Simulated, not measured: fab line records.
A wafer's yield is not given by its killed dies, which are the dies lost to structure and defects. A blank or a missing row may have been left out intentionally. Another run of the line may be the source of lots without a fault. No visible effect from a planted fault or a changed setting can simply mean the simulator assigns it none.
A lot that was struck, set against a sound lot	flow n5 finfet	16 out of 1938 route steps
Sound: wafers L802.1, L802.3, L802.4. Struck: wafer L805.2. (L805.1 of the same lot was not struck and is left out.) The cause comes at the end.
Per side, at each step with rows, come the tool, then ch with its chambers, and then its first start. Under that, the readings that differ: sound wafers	struck wafers	difference of the means	sigmas: that difference in standard deviations of wafers without a fault.
alike: same words and numbers on both sides, and readings whose means sit less than 2 such deviations apart. not compared: any withheld reading, any reading some wafer has no value for, any bound like >300 that may hide the same value, and any number with overlapping values for which the record gives no deviation.
Wherever a step has rows on one side only, a row that says differs or no value, or a row with sigmas, the two part there. Numbers that don't overlap but have no deviation are shown without sigmas and don't part them. A reading missing from all wafers of one side parts the sides only when that side holds two or more wafers.

N5_PMOS_HMC_CHANNEL_EPI_HM_DEP_34: deposits SiO2 from TEOS/O2, target thk 36 nm, time 6.9 s.
  sound on pecvd-01 ch 0,2, day 2 11:10; struck on pecvd-02 ch 0, day 3 06:26
reading	sound	struck	difference	sigmas
throttle valve pct (%)	17.7 19.9 17.5	20.8	+2.4	+2
  alike: heater power w, showerhead plenum p Torr
then, 7 steps without rows for these wafers: N5_PMOS_HMC_CHANNEL_EPI_COAT_31 (time 60 s, resist thk 66 nm); N5_PMOS_HMC_CHANNEL_EPI_COAT_03 (resist thk 205 nm); N5_PMOS_HMC_CHANNEL_EPI_EBR_05; N5_PMOS_HMC_CHANNEL_EPI_SOFTBAKE_04 (time 60 s); N5_PMOS_HMC_CHANNEL_EPI_EXPOSE_06 (exposes mask PMOS HMC BLK, target cd 240 nm); N5_PMOS_HMC_CHANNEL_EPI_PEB_07 (peb time 60 s); N5_PMOS_HMC_CHANNEL_EPI_DEVELOP_08 (develop time 30 s).
N5_PMOS_HMC_CHANNEL_EPI_CD_MEAS_09: target cd 237.4 nm.
  sound on cd sem-02 ch 0, day 2 11:34; struck on cd sem-02 ch 0, day 3 06:50
  alike: cd nm
N5_PMOS_HMC_CHANNEL_EPI_OVL_MEAS_10:
  sound on overlay-02 ch 0, day 2 11:35; struck on overlay-01 ch 0, day 3 06:52
  alike: PMOS_HMC_BLK_OVL
N5_PMOS_HMC_CHANNEL_EPI_INSPECT_11: inspects for defects (macro).
  struck on defect inspect-02, day 3 06:54; sound on defect inspect-01, day 2 11:37
  alike: raw defect count
N5_PMOS_HMC_CHANNEL_EPI_DESCUM_14: chemistry O2, time 7.9 s.
  sound on rie diel-01 ch 0,2,3, day 2 11:39; struck on rie diel-01 ch 1, day 3 07:37
reading	sound	struck	difference	sigmas
rf hours counter h (h)	71 2 158	215	+138	
  alike: drypump motor current A, oes product au, rf vpp V, showerhead plenum p Torr, throttle valve pct
N5_PMOS_HMC_CHANNEL_EPI_ETCH_32: etches BARC in N2/H2, stops on SiO2, target depth 85.8 nm, time 50.3 s.
  sound on rie diel-01 ch 0,2,3, day 2 11:41; struck on rie diel-01 ch 1, day 3 07:40
reading	sound	struck	difference	sigmas
oes product au (a.u.)	0.73 0.81 0.64	0.57	-0.16	-2
over etch frac	0.3 0.3 0.3	0.46112	+0.16112	
rf hours counter h (h)	71 2 158	215	+138	
model.CAR-ArF-block_of_PMOS_HMC_CHANNEL_EPI_COAT_03.thk nm (nm)	126.6 133.1 130.2	125.6	-4.4	
  alike: drypump motor current A, rf vpp V, showerhead plenum p Torr, throttle valve pct
N5_PMOS_HMC_CHANNEL_EPI_HM_OPEN_15: chemistry CHF3/O2, target SiO2, target depth 40.6 nm, time 20.3 s.
  sound on rie diel-01 ch 0,2,3, day 2 11:44; struck on rie diel-01 ch 1, day 3 07:42
reading	sound	struck	difference	sigmas
rf hours counter h (h)	71 2 158	215	+138	
  alike: drypump motor current A, oes_ar_750_au, oes product au, rf vpp V, showerhead plenum p Torr, throttle valve pct
  not compared: model.CAR-ArF-block_of_PMOS_HMC_CHANNEL_EPI_COAT_03.thk nm
N5_PMOS_HMC_CHANNEL_EPI_STRIP_33: strips in N2/H2.
  sound on rie diel-01 ch 0,2,3, day 2 11:47; struck on rie diel-01 ch 1, day 3 07:46
reading	sound	struck	difference	sigmas
rf hours counter h (h)	71 2 158	215	+138	
  alike: drypump motor current A, oes product au, rf vpp V, showerhead plenum p Torr, throttle valve pct
-- here the record skips 11 days between the struck wafers' starts before and after, leaving off in module PMOS_HMC_CHANNEL_EPI and picking up in module PASSIVATION (first step shown: number 1936 of the route) --
N5_PASSIVATION_PROBE_49:
  struck on prober-02, day 14 13:30; sound on prober-01, day 13 05:29
  alike: killed_at_M0_to_M3, killed_at_M4_up, killed at contacts, killed at front end, killed at other, killed dies, killed open, killed short

WHERE THEY PART
At N5_PMOS_HMC_CHANNEL_EPI_HM_DEP_34 first; at N5_PMOS_HMC_CHANNEL_EPI_ETCH_32 last (within this record only). Later steps at which nothing parts them and some readings are alike: N5_PMOS_HMC_CHANNEL_EPI_HM_OPEN_15, N5_PMOS_HMC_CHANNEL_EPI_STRIP_33, N5_PASSIVATION_PROBE_49.

WHY: what the simulator had put in
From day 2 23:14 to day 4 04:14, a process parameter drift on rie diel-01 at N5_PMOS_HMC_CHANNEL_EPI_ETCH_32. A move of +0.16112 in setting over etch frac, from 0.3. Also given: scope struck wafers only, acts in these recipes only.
